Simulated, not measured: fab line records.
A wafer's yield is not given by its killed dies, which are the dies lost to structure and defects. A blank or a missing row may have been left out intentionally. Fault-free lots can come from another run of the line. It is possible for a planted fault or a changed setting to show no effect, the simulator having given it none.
Matching of chambers    flow n5 finfet    3 sister chambers for N5_BEOL_M0_CO_CAP_123 on cvd co-02
The step material Co, precursor CCTBA/H2, target thk 2 nm, time 102.1 s. 22 wafers are shown with their chamber, then 11 later ones without.

WAFERS, EACH WITH ITS CHAMBER
wafer   chamber  heater power w (W)
L077.2  0        234
L077.5  0        239
L077.6  2        201
L079.1  2        202
L079.2  0        238
L079.5  2        202
L083.1  1        218
L083.2  0        235
L083.3  2        204
L084.2  0        239
L084.5  2        207
L084.6  1        212
L085.1  1        217
L085.4  2        211
L085.5  0        243
L089.2  0        240
L089.3  2        199
L089.5  0        248
L092.1  1        220
L092.2  0        236
L092.5  2        205
L093.4  0        244

SIGNATURES (means of the wafers above)
reading         chamber 0  chamber 1  chamber 2  scatter within a chamber
heater power w  239.60     216.75     203.88     4.01
Rule: for each reading, subtract the chamber's mean from the wafer's reading, divide by that reading's scatter and square the result; add these up over the readings and take the root, which gives the wafer's distance from the chamber. If the next closest chamber is less than 2 further off than the closest, the wafer can't be placed; otherwise it belongs to the closest. How the scatter is found: for the shown wafers, subtract from each reading the mean of its chamber, square and add these, divide the total by (wafers less chambers), then take the root.

WAFERS WHOSE CHAMBER IS MISSING
wafer   heater power w (W)
L093.5  204
L093.6  211
L094.2  244
L094.3  202
L094.4  239
L096.1  213
L096.2  247
L096.6  195
L097.1  215
L097.3  207
L097.5  203

WHICH CHAMBER EACH WENT THROUGH
wafer   from the rows above      in truth
L093.5  2                        2
L093.6  can't be placed: 1 or 2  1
L094.2  0                        0
L094.3  2                        2
L094.4  0                        0
L096.1  can't be placed: 1 or 2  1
L096.2  0                        0
L096.6  2                        2
L097.1  1                        1
L097.3  can't be placed: 2 or 1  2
L097.5  2                        2
Placed correctly: 8 of 11. Cannot be placed on the basis of these rows: 3; the candidates contain the true chamber in 3. Wrongly placed: 0.
